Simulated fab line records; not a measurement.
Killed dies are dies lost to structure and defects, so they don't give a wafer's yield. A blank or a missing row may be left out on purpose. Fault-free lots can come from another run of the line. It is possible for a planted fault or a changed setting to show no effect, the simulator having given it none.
Chamber matching | flow n5Finfet | N5_BEOL_M0_STRIP_142 on rieDiel-05 has 4 sister chambers
The step strips in N2/H2, time 10 s. 4 wafers are shown with their chamber, then 8 later ones without.

## WAFERS PAIRED WITH THEIR CHAMBERS
wafer  | chamber | throttleValvePct (%)
L081.5 | 3       | 24.2
L085.3 | 1       | 23.0
L085.6 | 0       | 23.3
L088.2 | 2       | 23.8

## WAFERS WITHOUT THEIR CHAMBER
wafer  | throttleValvePct (%)
L088.5 | 23.0
L088.6 | 23.3
L089.2 | 23.0
L089.4 | 22.9
L089.5 | 23.8
L092.4 | 23.8
L092.5 | 23.3
L092.6 | 23.9

## THE CHAMBER EACH PASSED THROUGH
wafer  | from the rows above | in truth
L088.5 | 1                   | 1
L088.6 | 0                   | 0
L089.2 | 1                   | 1
L089.4 | 1                   | 1
L089.5 | 2                   | 2
L092.4 | 2                   | 2
L092.5 | 0                   | 0
L092.6 | 2                   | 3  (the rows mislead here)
Placed correctly: 7 of 8. Can't be placed from these rows: 0. Number placed wrongly: 1.
How it was worked out, from the rows above alone: a wafer's distance from a chamber is the root of the sum, over the readings, of the square of ((its reading less the chamber's mean) divided by the reading's scatter). If the next closest chamber is less than 2 further off than the closest, the wafer can't be placed; otherwise it belongs to the closest. Each chamber's mean is taken over the wafers shown for it. The scatter: root of mean squared gap, hidden wafer to nearest shown wafer, with one shown wafer a chamber.
